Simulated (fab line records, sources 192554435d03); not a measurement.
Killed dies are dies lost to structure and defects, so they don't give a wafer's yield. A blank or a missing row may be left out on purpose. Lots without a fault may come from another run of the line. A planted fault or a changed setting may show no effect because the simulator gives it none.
fab line records | flow n5_finfet
record lots=5 wafers=15 last_day=17
route steps=1938 shown BEOL_M9@1455 BEOL_M10@1470
lots that met no fault: from a run of the same line without faults
start_h: hours from the record's first day to the start of the lot's first wafer shown | wait_h: hours since the lot's step before | " the same as in the row above | L1.1+2: a row that stands for several wafers | - no value, or no start given | * or withheld: withheld | < > ~ a bound
route shown NAME@n: a module of which the file shows steps, and the number in the route of the first | usual: mean/standard deviation of fault-free wafers | same: alike in all rows | chamber/n: place in a boat | sites: the reading at each site | _std_site: their standard deviation | _edge_site: outer sites' mean less inner sites' | radius_mm: how far each site lies from the wafer's centre | mask NAME#n: copy n | behind: the tool/chamber that last shaped the wafer | hold: why the lot was held/for how many hours/how that ended | device: the transistor (n, p or np) that didn't switch | end of line: the same wafers' tests at the end of the route | a step without rows: its recipe alone | killed: dies lost to structure and defects at the first sort, not the wafer's yield | map: a wafer's dies, x killed, . not, _ none there
set.NAME: the setting as run; set.NAME@STEP: as run at that earlier step | model.NAME: the simulator's own value behind a step, which no gauge read
lots at some steps of the route; a table a step, a row a wafer
services: from which hour (start_h, from the record's first day; less than 0 if before it) a tool's chamber was out of use, for how many hours, and why
## steps
# step N5_BEOL_M9_CURE_72
# recipe temp_c=370 time_s=120 ambient=DMADMS/He material=SiCOH_lowk
# usual lamp_power_pct=52.31/0.058 wafer_temp_C_max=371.7/0.51
# columns lot.wafer tool chamber start_h wait_h lamp_power_pct wafer_temp_C_max
L074.3 uv_cure-02 2 221.90 0.1 52.30 372.0
L074.4 " 2 " " 52.28 372.0
L074.5 " 2 " " 52.38 371.6
L076.2 uv_cure-03 1 222.15 0.3 52.32 371.4
L076.5 " 1 " " 52.31 372.1
L076.6 " 1 " " 52.35 371.3
L089.1 uv_cure-01 1 321.02 0.0 52.28 371.5
L089.2 " 1 " " 52.34 371.5
L089.6 " 1 " " 52.37 371.7
L094.1 uv_cure-01 1 345.94 0.3 52.23 370.9
L094.4 " 1 " " 52.25 371.1
L094.6 " 1 " " 52.25 372.0
L096.1 uv_cure-02 1 351.26 0.2 52.28 371.5
L096.4 " 1 " " 52.35 372.7
L096.5 " 1 " " 52.28 372.0
# step N5_BEOL_M9_DEGAS_44
# recipe ambient=vacuum temp_c=250 time_s=60
# usual heater_power_w=330/32
# columns lot.wafer tool chamber start_h wait_h heater_power_w
L074.3 pvd_sputter-03 - 222.26 0.3 378
L074.4 " - " " 339
L074.5 " - " " 347
L076.2 pvd_sputter-02 - 222.42 0.2 289
L076.5 " - " " 278
L076.6 " - " " 310
L089.1 pvd_sputter-03 - 321.80 0.7 317
L089.2 " - " " 372
L089.6 " - " " 341
L094.1 pvd_sputter-03 - 346.73 0.7 323
L094.4 " - " " 378
L094.6 " - " " 354
L096.1 pvd_sputter-02 - 351.62 0.3 307
L096.4 " - " " 346
L096.5 " - " " 288
# step N5_BEOL_M9_PRE_CLEAN_45
# recipe gas=H2/He time_s=30 temp_c=250
# usual heater_power_w=331/32
# columns lot.wafer tool chamber start_h wait_h heater_power_w
L074.3 pvd_sputter-03 - 222.30 0.0 383
L074.4 " - " " 339
L074.5 " - " " 346
L076.2 pvd_sputter-02 - 222.46 0.0 286
L076.5 " - " " 278
L076.6 " - " " 310
L089.1 pvd_sputter-03 - 321.84 0.0 322
L089.2 " - " " 369
L089.6 " - " " 341
L094.1 pvd_sputter-03 - 346.77 0.0 318
L094.4 " - " " 382
L094.6 " - " " 343
L096.1 pvd_sputter-02 - 351.66 0.0 310
L096.4 " - " " 336
L096.5 " - " " 285
# step N5_BEOL_M9_ALD_74
# recipe material=TaN target_thk_a=20 temp_c=275 ald_precursor_family=PDMAT ald_co_reactant=NH3 pressure_torr=3 carrier_flow_sccm=1500 pulse_time_s=2 purge_time_s=3 co_reactant_purge_time_s=2 co_reactant_pulse_time_s=3 ald_cycles=40 precursor_vessel_temp_c=75 precursor_vessel_pressure_torr=26.25 precursor_vessel_carrier_sccm=1000
# usual heater_power_outer_w=224/17 heater_power_w=403/35 precursor_vessel_temp_c=75.01/0.12
# columns lot.wafer tool chamber start_h wait_h heater_power_outer_w heater_power_w precursor_vessel_temp_c
L074.3 ald_metal-03 2 222.36 0.0 224 426 75.21
L074.4 " 3 " " 224 413 75.23
L074.5 " 1 " " 219 378 75.24
L076.2 ald_metal-01 1 222.54 0.1 280 533 75.05
L076.5 " 0 " " 218 382 75.15
L076.6 " 3 " " 222 394 74.98
L089.1 ald_metal-02 1 321.90 0.0 197 382 75.03
L089.2 " 0 " " 241 451 75.01
L089.6 " 3 " " 230 366 74.97
L094.1 ald_metal-02 2 347.03 0.2 220 407 75.13
L094.4 " 0 " " 238 448 75.03
L094.6 " 3 " " 223 386 75.05
L096.1 ald_metal-03 1 351.77 0.1 214 364 75.38
L096.4 " 2 " " 226 413 75.07
L096.5 " 3 " " 232 413 74.94
# step N5_BEOL_M9_SURFACE_TREAT_79
# recipe gas=Ar time_s=* ion_energy_ev=* ion_current_ma_cm2=0.5 pressure_mtorr=* ar_flow_sccm=30
# usual ar_flow_sccm=30.00/0.093 throttle_valve_pct=*
# columns lot.wafer tool chamber start_h wait_h ar_flow_sccm throttle_valve_pct
L074.3 pvd_sputter-02 - 222.72 0.2 29.91 *
L074.4 " - " " 29.85 *
L074.5 " - " " 29.93 *
L076.2 pvd_sputter-02 - 222.84 0.2 30.01 *
L076.5 " - " " 29.95 *
L076.6 " - " " 30.01 *
L089.1 pvd_sputter-03 - 322.22 0.2 30.19 *
L089.2 " - " " 29.97 *
L089.6 " - " " 30.10 *
L094.1 pvd_sputter-03 - 347.57 0.4 30.04 *
L094.4 " - " " 29.97 *
L094.6 " - " " 30.00 *
L096.1 pvd_sputter-01 - 352.32 0.4 30.08 *
L096.4 " - " " 30.04 *
L096.5 " - " " 29.98 *
# step N5_BEOL_M9_CVD_78
# recipe material=Co target_thk_a=20 temp_c=withheld precursor=CCTBA/H2 pressure_torr=30 time_s=138.9
# columns lot.wafer tool chamber start_h wait_h
L074.3+4+5 cvd_co-01 0,0,1 223.22 0.5
L076.2+5+6 cvd_co-01 0,0,1 223.31 0.5
L089.1+2+6 cvd_co-02 2,1,1 322.44 0.2
L094.1+4+6 cvd_co-02 2,0,2 347.63 0.0
L096.1+4+5 cvd_co-02 0,2,2 352.54 0.2
# step N5_BEOL_M9_SPUTTER_48
# recipe material=Cu target_thk_a=120 temp_c=-20 bias_v=60 power_w=26000 chamber_pressure_pa=0.13 time_s=2
# usual chuck_sensor_temp_C=-15.7/0.45 throttle_valve_pct=30.1/0.91
# columns lot.wafer tool chamber start_h wait_h chuck_sensor_temp_C throttle_valve_pct
L074.3 pvd_sputter-02 - 223.46 0.2 -15.8 29.1
L074.4 " - " " -15.0 30.4
L074.5 " - " " -15.4 29.4
L076.2 pvd_sputter-02 - 224.02 0.7 -15.3 29.6
L076.5 " - " " -15.9 29.1
L076.6 " - " " -16.2 29.0
L089.1 pvd_sputter-03 - 322.70 0.2 -16.6 30.2
L089.2 " - " " -15.5 29.1
L089.6 " - " " -16.3 30.2
L094.1 pvd_sputter-03 - 347.79 0.1 -16.2 30.3
L094.4 " - " " -16.5 30.1
L094.6 " - " " -15.5 31.9
L096.1 pvd_sputter-02 - 353.70 1.1 -15.8 29.4
L096.4 " - " " -15.3 29.5
L096.5 " - " " -15.9 29.1
# step N5_BEOL_M9_ECD_50
# recipe material=Cu target_thk_a=3180
# columns lot.wafer tool chamber start_h wait_h
L074.3+4+5 ecd_cu-02 1,0,1 223.61 0.1
L076.2+5+6 ecd_cu-02 0,1,0 224.14 0.1
L089.1+2+6 ecd_cu-01 0,1,0 322.82 0.1
L094.1+4+6 ecd_cu-01 1,1,0 347.90 0.1
L096.1+4+5 ecd_cu-01 1 353.82 0.1
# step N5_BEOL_M9_ANNEAL_51
# recipe temp_c=225 time_s=90 ambient=N2
# usual wafer_temp_C_max=225.84/0.26
# columns lot.wafer tool chamber start_h wait_h wafer_temp_C_max
L074.3 rtp_anneal-01 0 223.91 0.3 225.98
L074.4 " 0 " " 226.23
L074.5 " 0 " " 225.88
L076.2 rtp_anneal-02 0 224.30 0.1 225.47
L076.5 " 0 " " 225.50
L076.6 " 0 " " 225.54
L089.1 rtp_anneal-01 0 323.08 0.2 225.55
L089.2 " 0 " " 225.73
L089.6 " 0 " " 225.25
L094.1 rtp_anneal-01 0 348.59 0.7 225.91
L094.4 " 0 " " 225.58
L094.6 " 0 " " 225.99
L096.1 rtp_anneal-01 0 353.93 0.1 226.11
L096.4 " 0 " " 225.64
L096.5 " 0 " " 225.66
# step N5_BEOL_M9_CMP_52
# recipe stop_on=SiCOH_lowk t_overpolish_s=7 down_force_psi=1 platen_rpm=50 clearing_platen_down_force_psi=1.5 clearing_platen_rpm=50 post_cmp_clean=cu_alkaline target_thk_nm=140 clearing_platen_pad_velocity_m_s=0.99484 pad_velocity_m_s=0.99484
# usual barrier_field_endpoint_s=29.0/0.71 head_pressure_psi=1.0000/0.0024 motor_current_A=6.4/0.8 overpolish_run_s=6.998/0.0091 time_to_endpoint_s=66/3.4
# same t_overpolish_s=7
# columns lot.wafer tool chamber start_h wait_h barrier_field_endpoint_s head_pressure_psi motor_current_A overpolish_run_s time_to_endpoint_s
L074.4 cmp-02 0 224.16 0.2 30.2 1.0017 5.6 7.007 66
L074.3 " 1 " " 28.6 1.0070 7.1 6.996 60
L074.5 " 3 " " 29.8 0.9958 5.3 6.999 66
L076.2 cmp-01 3 224.73 0.4 29.0 0.9986 6.3 7.005 63
L076.6 " 0 " " 29.3 1.0006 7.5 6.990 65
L076.5 " 1 " " 28.5 1.0000 7.4 6.991 64
L089.1 cmp-01 1 323.41 0.3 28.1 1.0004 7.0 6.999 65
L089.2 " 2 " " 28.2 0.9973 6.3 6.992 61
L089.6 " 0 " " 29.7 0.9978 7.2 6.987 66
L094.1 cmp-02 1 348.96 0.3 28.3 1.0003 6.8 7.004 64
L094.4 " 2 " " 29.6 1.0055 6.4 7.002 66
L094.6 " 3 " " 29.0 0.9957 5.8 7.002 65
L096.4 cmp-03 0 354.27 0.2 30.6 1.0015 5.8 6.997 71
L096.1 " 2 " " 31.2 0.9980 5.7 6.997 72
L096.5 " 3 " " 30.1 1.0005 5.6 6.975 69
# step N5_BEOL_M9_THK_MEAS_53
# recipe thk_meas_gauge=xrf reads=Cu_of_BEOL_M9_ECD_50
# usual M9_THK=145/3.3
# columns lot.wafer tool chamber start_h wait_h M9_THK[nm]
L074.3 film_metro-01 - 224.42 - 147
L074.4 " - " " 142
L074.5 " - " " 149
L076.2 film_metro-02 - 224.91 - 143
L076.5 " - " " 142
L076.6 " - " " 145
L089.1 film_metro-02 - 323.67 - 145
L089.2 " - " " 152
L089.6 " - " " 147
L094.1 film_metro-02 - 349.18 - 145
L094.4 " - " " 151
L094.6 " - " " 153
L096.1 film_metro-01 - 354.52 - 145
L096.4 " - " " 143
L096.5 " - " " 142
# step N5_BEOL_M9_PRE_CLEAN_55
# recipe gas=NH3 time_s=15 temp_c=withheld rf_power_w=300
# columns lot.wafer tool chamber start_h wait_h
L074.3+4+5 pecvd-01 0,2,0 224.45 0.0
L076.2+5+6 pecvd-02 1,2,0 224.95 0.0
L089.1+2+6 pecvd-03 2,1,2 323.71 0.0
L094.1+4+6 pecvd-01 2,0,2 349.22 0.0
L096.1+4+5 pecvd-03 0,2,1 354.56 0.0
# step N5_BEOL_M9_DEP_56
# recipe material=SiCN target_thk_a=150 temp_c=withheld precursor=3MS/NH3 pressure_torr=3 rf_w=202 time_s=26.5
# usual showerhead_plenum_p_Torr=3.667/0.011 throttle_valve_pct=9.0/0.48
# columns lot.wafer tool chamber start_h wait_h showerhead_plenum_p_Torr throttle_valve_pct
L074.3 pecvd-01 0 224.48 0.0 3.668 8.2
L074.4 " 2 " " 3.662 8.3
L074.5 " 0 " " 3.678 8.2
L076.2 pecvd-02 1 224.97 0.0 3.666 9.6
L076.5 " 2 " " 3.676 9.3
L076.6 " 0 " " 3.649 9.4
L089.1 pecvd-03 2 323.73 0.0 3.673 8.6
L089.2 " 1 " " 3.662 9.2
L089.6 " 2 " " 3.680 8.4
L094.1 pecvd-01 2 349.24 0.0 3.657 8.6
L094.4 " 0 " " 3.673 8.0
L094.6 " 2 " " 3.666 8.3
L096.1 pecvd-03 0 354.59 0.0 3.658 9.3
L096.4 " 2 " " 3.686 8.5
L096.5 " 1 " " 3.669 9.3
# step N5_BEOL_M9_RS_MEAS_57
# recipe thk_meas_gauge=four-point-probe reads=Cu_of_BEOL_M9_ECD_50+Co_of_BEOL_M9_CVD_78+TaN_of_BEOL_M9_ALD_74
# usual M9_RS=0.151/0.0037
# columns lot.wafer tool chamber start_h wait_h M9_RS[ohm/sq]
L074.3 film_metro-01 - 224.55 0.1 0.150
L074.4 " - " " 0.155
L074.5 " - " " 0.147
L076.2 film_metro-02 - 225.05 0.1 0.152
L076.5 " - " " 0.154
L076.6 " - " " 0.151
L089.1 film_metro-02 - 323.81 0.1 0.151
L089.2 " - " " 0.143
L089.6 " - " " 0.149
L094.1 film_metro-02 - 349.31 0.1 0.151
L094.4 " - " " 0.144
L094.6 " - " " 0.144
L096.1 film_metro-01 - 354.66 0.1 0.150
L096.4 " - " " 0.152
L096.5 " - " " 0.153
# step N5_BEOL_M9_INSPECT_58
# recipe inspect_instrument=darkfield mode=post_dep
# usual raw_defect_count=64/21
# columns lot.wafer tool chamber start_h wait_h raw_defect_count
L074.3 defect_inspect-02 - 224.58 0.0 52
L074.4 " - " " 42
L074.5 " - " " 43
L076.2 defect_inspect-02 - 225.07 0.0 113
L076.5 " - " " 117
L076.6 " - " " 69
L089.1 defect_inspect-02 - 323.83 0.0 28
L089.2 " - " " 46
L089.6 " - " " 41
L094.1 defect_inspect-01 - 349.34 0.0 43
L094.4 " - " " 38
L094.6 " - " " 48
L096.1 defect_inspect-02 - 354.69 0.0 55
L096.4 " - " " 75
L096.5 " - " " 76
# step N5_BEOL_M10_ILD_DEP_00
# recipe material=SiCOH_lowk target_thk_a=3085.1 temp_c=300 precursor=DEMS/porogen pressure_torr=5 rf_w=500 time_s=58
# usual heater_power_outer_w=123/24 heater_power_w=277/39 showerhead_plenum_p_Torr=5.740/0.016 throttle_valve_pct=14.1/0.51
# columns lot.wafer tool chamber start_h wait_h heater_power_outer_w heater_power_w showerhead_plenum_p_Torr throttle_valve_pct
L074.3 pecvd-02 1 224.61 0.0 114 252 5.735 14.7
L074.4 " 0 " " 106 265 5.718 14.3
L074.5 " 1 " " 119 251 5.741 14.5
L076.2 pecvd-02 2 225.11 0.0 138 274 5.750 13.8
L076.5 " 2 " " 142 284 5.751 14.1
L076.6 " 1 " " 107 247 5.733 14.4
L089.1 pecvd-04 0 323.87 0.0 160 335 5.723 13.8
L089.2 " 1 " " 117 261 5.727 14.2
L089.6 " 0 " " 167 336 5.720 14.1
L094.1 pecvd-04 1 349.38 0.0 122 273 5.745 14.1
L094.4 " 2 " " 96 225 5.754 12.9
L094.6 " 1 " " 129 279 5.726 14.1
L096.1 pecvd-02 0 354.72 0.0 105 268 5.721 14.7
L096.4 " 1 " " 120 263 5.738 14.6
L096.5 " 2 " " 156 303 5.767 14.4
# step N5_BEOL_M10_CURE_71
# recipe temp_c=385 time_s=240 ambient=He/Ar material=SiCOH_lowk
# usual lamp_power_pct=52.31/0.06 wafer_temp_C_max=386.9/0.69
# columns lot.wafer tool chamber start_h wait_h lamp_power_pct wafer_temp_C_max
L074.3 uv_cure-03 2 224.85 0.2 52.35 387.6
L074.4 " 2 " " 52.25 387.6
L074.5 " 2 " " 52.28 387.1
L076.2 uv_cure-01 1 225.35 0.2 52.34 386.1
L076.5 " 1 " " 52.25 386.0
L076.6 " 1 " " 52.33 386.4
L089.1 uv_cure-01 1 323.95 0.0 52.45 386.4
L089.2 " 1 " " 52.37 386.7
L089.6 " 1 " " 52.26 387.1
L094.1 uv_cure-01 1 349.46 0.0 52.27 386.6
L094.4 " 1 " " 52.31 386.7
L094.6 " 1 " " 52.29 386.5
L096.1 uv_cure-03 1 354.80 0.0 52.28 385.9
L096.4 " 1 " " 52.34 386.4
L096.5 " 1 " " 52.32 386.3
# step N5_BEOL_M10_THK_MEAS_01
# recipe reads=SiCOH_lowk_of_BEOL_M10_ILD_DEP_00
# usual M10_ILD_THK=268/3.8
# columns lot.wafer tool chamber start_h wait_h M10_ILD_THK[nm]
L074.3 film_metro-02 - 225.21 0.3 262
L074.4 " - " " 271
L074.5 " - " " 267
L076.2 film_metro-01 - 226.18 0.7 269
L076.5 " - " " 276
L076.6 " - " " 267
L089.1 film_metro-01 - 324.46 0.4 264
L089.2 " - " " 264
L089.6 " - " " 263
L094.1 film_metro-02 - 349.97 0.4 265
L094.4 " - " " 274
L094.6 " - " " 269
L096.1 film_metro-02 - 355.31 0.4 267
L096.4 " - " " 271
L096.5 " - " " 276
# step N5_BEOL_M10_PECVD_70
# recipe material=SiO2 target_thk_a=200 temp_c=400 precursor=TEOS/O2 pressure_torr=5.5 rf_w=450 teos_flow_sccm=53.8 gas=O2 flow_sccm=3000 time_s=22.7
# usual heater_power_outer_w=382/56 heater_power_w=657/85 showerhead_plenum_p_Torr=8.78/0.055 throttle_valve_pct=22.5/0.91
# columns lot.wafer tool chamber start_h wait_h heater_power_outer_w heater_power_w showerhead_plenum_p_Torr throttle_valve_pct
L074.3 pecvd-04 2 225.24 0.0 311 566 8.80 22.4
L074.4 " 2 " " 314 556 8.86 22.6
L074.5 " 0 " " 391 673 8.72 22.2
L076.2 pecvd-04 0 226.22 0.0 436 735 8.74 22.1
L076.5 " 0 " " 446 720 8.72 22.2
L076.6 " 2 " " 277 501 8.83 22.6
L089.1 pecvd-02 0 324.50 0.0 285 584 8.72 23.4
L089.2 " 1 " " 296 514 8.78 23.7
L089.6 " 1 " " 306 524 8.80 23.2
L094.1 pecvd-04 0 350.01 0.0 429 709 8.72 22.3
L094.4 " 0 " " 440 723 8.71 22.2
L094.6 " 1 " " 367 629 8.73 22.9
L096.1 pecvd-04 0 355.35 0.0 424 697 8.71 22.4
L096.4 " 0 " " 422 688 8.72 22.3
L096.5 " 2 " " 360 617 8.79 20.6
# step N5_BEOL_M10_HM_DEP_02
# recipe material=TiN target_thk_a=200 temp_c=25 chamber_pressure_pa=0.49996
# usual throttle_valve_pct=30.4/0.9
# columns lot.wafer tool chamber start_h wait_h throttle_valve_pct
L074.3 pvd_sputter-01 - 226.14 0.9 31.9
L074.4 " - " " 31.0
L074.5 " - " " 30.8
L076.2 pvd_sputter-01 - 227.04 0.8 31.9
L076.5 " - " " 30.6
L076.6 " - " " 31.1
L089.1 pvd_sputter-03 - 325.22 0.7 30.2
L089.2 " - " " 29.3
L089.6 " - " " 29.5
L094.1 pvd_sputter-03 - 350.80 0.8 29.4
L094.4 " - " " 30.1
L094.6 " - " " 31.8
L096.1 pvd_sputter-02 - 356.30 0.9 29.0
L096.4 " - " " 29.6
L096.5 " - " " 30.3
# step N5_BEOL_M10_COAT_59
# recipe resist=SOC temp_c=250 time_s=60 spin_rpm=1500 resist_thk_nm=100
# columns lot.wafer tool chamber start_h wait_h
L074.3+4+5 litho_track-01 0 226.26 0.1
L076.2+5+6 litho_track-03 0 227.16 0.1
L089.1+2+6 litho_track-04 0 325.35 0.1
L094.1+4+6 litho_track-03 0 350.93 0.1
L096.1+4+5 litho_track-04 0 356.43 0.1
# step N5_BEOL_M10_COAT_60
# recipe resist=SiARC temp_c=220 time_s=60 spin_rpm=1500 resist_thk_nm=30
# columns lot.wafer tool chamber start_h wait_h
L074.3+4+5 litho_track-01 0 - -
L076.2+5+6 litho_track-03 0 - -
L089.1+2+6 litho_track-04 0 - -
L094.1+4+6 litho_track-03 0 - -
L096.1+4+5 litho_track-04 0 - -
# step N5_BEOL_M10_COAT_05
# recipe resist=CAR-ArF spin_rpm=1500 resist_thk_nm=90
# columns lot.wafer tool chamber start_h wait_h
L074.3+4+5 litho_track-01 0 - -
L076.2+5+6 litho_track-03 0 - -
L089.1+2+6 litho_track-04 0 - -
L094.1+4+6 litho_track-03 0 - -
L096.1+4+5 litho_track-04 0 - -
# step N5_BEOL_M10_EBR_07
# recipe solvent=PGMEA ebr_width_mm=1.5
# columns lot.wafer tool chamber start_h wait_h
L074.3+4+5 litho_track-01 0 - -
L076.2+5+6 litho_track-03 0 - -
L089.1+2+6 litho_track-04 0 - -
L094.1+4+6 litho_track-03 0 - -
L096.1+4+5 litho_track-04 0 - -
# step N5_BEOL_M10_SOFTBAKE_06
# recipe temp_c=110 time_s=60 resist=CAR-ArF
# columns lot.wafer tool chamber start_h wait_h
L074.3+4+5 litho_track-01 0 - -
L076.2+5+6 litho_track-03 0 - -
L089.1+2+6 litho_track-04 0 - -
L094.1+4+6 litho_track-03 0 - -
L096.1+4+5 litho_track-04 0 - -
# step N5_BEOL_M10_EXPOSE_08
# recipe mask_id=M10 na=1.35 source_shape=dipole sigma_inner=0.411 sigma_outer=0.611 polarization=te dose_mj=53.75
# same dipole_opening_deg=40 sigma_outer=0.611
# columns lot.wafer tool chamber start_h wait_h mask
L074.3+4+5 arfi_scanner-02 0 226.52 - M10#0
L076.2+5+6 arfi_scanner-03 0 227.41 - M10#0
L089.1+2+6 arfi_scanner-01 0 325.47 - M10#0
L094.1+4+6 arfi_scanner-02 0 351.17 - M10#0
L096.1+4+5 arfi_scanner-02 0 356.55 - M10#0
# step N5_BEOL_M10_PEB_09
# recipe peb_temp_c=withheld peb_time_s=60 resist=CAR-ArF
# columns lot.wafer tool chamber start_h wait_h
L074.3+4+5 litho_track-01 0 226.57 0.0
L076.2+5+6 litho_track-01 0 227.47 0.0
L089.1+2+6 litho_track-03 0 325.53 0.1
L094.1+4+6 litho_track-04 0 351.23 0.1
L096.1+4+5 litho_track-01 0 356.61 0.1
# step N5_BEOL_M10_DEVELOP_10
# recipe develop_time_s=30 developer=TMAH resist=CAR-ArF rinse_liquid=diw dry=air_spin dev_temp_c=23
# columns lot.wafer tool chamber start_h wait_h
L074.3+4+5 litho_track-01 0 - -
L076.2+5+6 litho_track-01 0 - -
L089.1+2+6 litho_track-03 0 - -
L094.1+4+6 litho_track-04 0 - -
L096.1+4+5 litho_track-01 0 - -
# step N5_BEOL_M10_CD_MEAS_11
# recipe target_cd_nm=64.1 landing_energy_ev=500 detector=se_inlens polarity=opening
# usual cd_nm=64.3/0.61
# columns lot.wafer tool chamber start_h wait_h cd_nm
L074.3 cd_sem-03 0 226.64 - 64.8
L074.4 " 0 " " 65.0
L074.5 " 0 " " 64.6
L076.2 cd_sem-02 0 227.53 - 65.0
L076.5 " 0 " " 65.7
L076.6 " 0 " " 65.0
L089.1 cd_sem-02 0 325.59 - 64.7
L089.2 " 0 " " 64.0
L089.6 " 0 " " 64.4
L094.1 cd_sem-02 0 351.30 - 63.7
L094.4 " 0 " " 64.5
L094.6 " 0 " " 63.2
L096.1 cd_sem-01 0 356.68 - 64.4
L096.4 " 0 " " 64.6
L096.5 " 0 " " 64.4
# step N5_BEOL_M10_OVL_MEAS_12
# recipe points_per_wafer=44
# usual M10_OVL=0.3/0.83
# columns lot.wafer tool chamber start_h wait_h M10_OVL[nm]
L074.3 overlay-01 0 226.66 0.0 0.5
L074.4 " 0 " " -0.3
L074.5 " 0 " " 1.6
L076.2 overlay-01 0 227.56 0.0 0.6
L076.5 " 0 " " -0.8
L076.6 " 0 " " 1.2
L089.1 overlay-02 0 325.62 0.0 -1.2
L089.2 " 0 " " 0.0
L089.6 " 0 " " 0.1
L094.1 overlay-02 0 351.33 0.0 0.2
L094.4 " 0 " " 0.4
L094.6 " 0 " " 0.8
L096.1 overlay-02 0 356.71 0.0 1.5
L096.4 " 0 " " -0.8
L096.5 " 0 " " 0.8
# step N5_BEOL_M10_INSPECT_13
# recipe mode=adi inspect_instrument=brightfield
# usual raw_defect_count=385/90
# columns lot.wafer tool chamber start_h wait_h raw_defect_count
L074.3 defect_inspect-02 - 226.69 0.0 428
L074.4 " - " " 552
L074.5 " - " " 355
L076.2 defect_inspect-01 - 227.59 0.0 471
L076.5 " - " " 367
L076.6 " - " " 367
L089.1 defect_inspect-02 - 325.65 0.0 270
L089.2 " - " " 359
L089.6 " - " " 296
L094.1 defect_inspect-01 - 351.35 0.0 486
L094.4 " - " " 597
L094.6 " - " " 376
L096.1 defect_inspect-02 - 356.73 0.0 238
L096.4 " - " " 342
L096.5 " - " " 436
# step N5_BEOL_M10_DESCUM_16
# recipe chemistry=O2 time_s=7.9 source_power_w=50 bias_power_w=20 pressure_mtorr=20 rf_frequency_hz=2.712e+07 temp_c=40 resist=CAR-ArF o2_flow_sccm=225
# usual chamber_pressure_mTorr=20.001/0.018 drypump_motor_current_A=5.7/0.44 oes_product_au=0.82/0.061 rf_vpp_V=243.6/1.4 showerhead_plenum_p_Torr=2.12/0.068 throttle_valve_pct=20.33/0.25
# columns lot.wafer tool chamber start_h wait_h chamber_pressure_mTorr drypump_motor_current_A oes_product_au rf_hours_counter_h rf_vpp_V showerhead_plenum_p_Torr throttle_valve_pct
L074.3 rie_diel-06 2 226.72 0.0 20.003 5.1 0.86 49 244.2 2.13 19.97
L074.4 " 1 " " 20.007 6.1 0.77 120 241.7 2.04 20.54
L074.5 " 3 " " 20.016 5.8 0.83 - 245.0 2.18 20.08
L076.2 rie_diel-03 2 227.62 0.0 19.969 5.5 0.87 53 245.4 2.21 20.59
L076.5 " 0 " " 20.024 6.1 0.81 - 244.1 2.09 20.65
L076.6 " 1 " " 19.994 5.6 0.90 - 245.7 2.25 20.41
L089.1 rie_diel-06 0 325.90 0.2 20.013 6.1 0.78 106 244.2 2.21 20.20
L089.2 " 2 " " 19.985 5.1 0.81 80 242.2 2.11 20.02
L089.6 " 1 " " 20.028 6.1 0.74 - 241.8 2.02 20.59
L094.1 rie_diel-06 1 352.92 1.6 20.026 6.1 0.72 166 241.7 2.02 20.61
L094.4 " 0 " " 19.990 6.1 0.78 119 244.9 2.21 20.22
L094.6 " 2 " " 19.975 5.1 0.80 - 242.6 2.11 20.04
L096.1 rie_diel-02 1 356.92 0.2 19.985 5.7 0.88 39 242.7 2.11 19.97
L096.4 " 2 " " 19.999 5.6 0.90 30 241.8 2.05 20.24
L096.5 " 0 " " 19.998 6.4 0.86 - 242.2 2.02 20.65
# step N5_BEOL_M10_ETCH_61
# recipe chemistry=CF4 target=SiARC target_depth_a=390 mask_material=CAR-ArF time_s=65 ion_energy_ev=80 pressure_mtorr=40 source_w=545 bias_w=36 Ar_flow_sccm=100 cf4_flow_sccm=100 ends=cleared
# usual chamber_pressure_mTorr=40.00/0.036 drypump_motor_current_A=5.7/0.44 etch_rf_on_time_s=63.7/1.7 mfc_ar_sccm=100.0/0.3 oes_product_au=0.70/0.051 rf_vpp_V=184.4/1 showerhead_plenum_p_Torr=2.17/0.061 throttle_valve_pct=15.48/0.26
# columns lot.wafer tool chamber start_h wait_h chamber_pressure_mTorr drypump_motor_current_A etch_rf_on_time_s mfc_ar_sccm oes_product_au rf_hours_counter_h rf_vpp_V showerhead_plenum_p_Torr throttle_valve_pct
L074.3 rie_diel-06 2 226.76 0.0 39.99 5.1 63.1 99.9 0.72 49 185.5 2.16 15.13
L074.4 " 1 " " 40.00 6.1 64.8 99.3 0.66 120 183.1 2.06 15.62
L074.5 " 3 " " 40.02 5.8 60.5 99.9 0.71 - 185.8 2.25 15.41
L076.2 rie_diel-03 2 227.66 0.0 40.07 5.5 63.6 100.2 0.75 53 185.4 2.25 15.70
L076.5 " 0 " " 40.02 6.1 66.9 100.5 0.68 - 184.6 2.15 15.90
L076.6 " 1 " " 39.95 5.7 62.8 100.5 0.77 - 185.4 2.26 15.45
L089.1 rie_diel-06 0 325.93 0.0 40.03 6.1 64.8 99.7 0.67 106 185.3 2.23 15.17
L089.2 " 2 " " 39.94 5.1 63.0 100.8 0.69 80 184.8 2.15 15.20
L089.6 " 1 " " 40.02 6.1 63.5 99.8 0.65 - 183.2 2.05 15.66
L094.1 rie_diel-06 1 352.96 0.0 39.93 6.1 65.0 100.5 0.63 166 182.8 2.05 15.68
L094.4 " 0 " " 39.96 6.2 66.4 100.4 0.65 119 184.9 2.22 15.19
L094.6 " 2 " " 39.99 5.1 63.9 99.6 0.67 - 184.8 2.15 15.24
L096.1 rie_diel-02 1 356.96 0.0 39.98 5.7 63.9 99.9 0.75 39 186.0 2.17 15.24
L096.4 " 2 " " 39.98 5.6 61.3 99.7 0.78 30 183.2 2.08 15.26
L096.5 " 0 " " 40.05 6.5 64.3 99.8 0.72 - 184.3 2.10 15.89
## services
# columns tool chamber start_h hours kind
pecvd-04 1 198.86 14.1 repair
cmp-02 - 200.56 2.4 repair
rie_diel-03 1 202.38 5.7 repair
cmp-01 - 204.15 0.5 repair
ecd_cu-02 - 206.87 0.3 repair
rie_diel-03 - 207.12 0.4 repair
arfi_scanner-02 - 212.57 1.3 pm
uv_cure-03 - 216.83 1.0 pm
pecvd-04 2 217.99 6.7 repair
arfi_scanner-02 - 240.92 1.0 pm
pecvd-03 - 257.52 0.3 repair
pvd_sputter-01 - 265.60 4.9 repair
arfi_scanner-02 - 272.96 0.6 repair
uv_cure-01 - 295.04 3.0 repair
arfi_scanner-02 - 301.60 1.3 repair
cvd_co-02 - 304.18 6.9 pm
pvd_sputter-02 - 306.05 1.9 repair
rie_diel-06 - 307.32 2.8 pm
pecvd-01 - 318.31 6.0 pm
pecvd-03 0 330.27 10.9 repair
arfi_scanner-02 - 338.07 1.3 pm
arfi_scanner-02 - 340.06 0.8 pm
uv_cure-03 - 345.58 7.6 repair
pvd_sputter-03 - 352.94 1.0 repair
## key
fault none
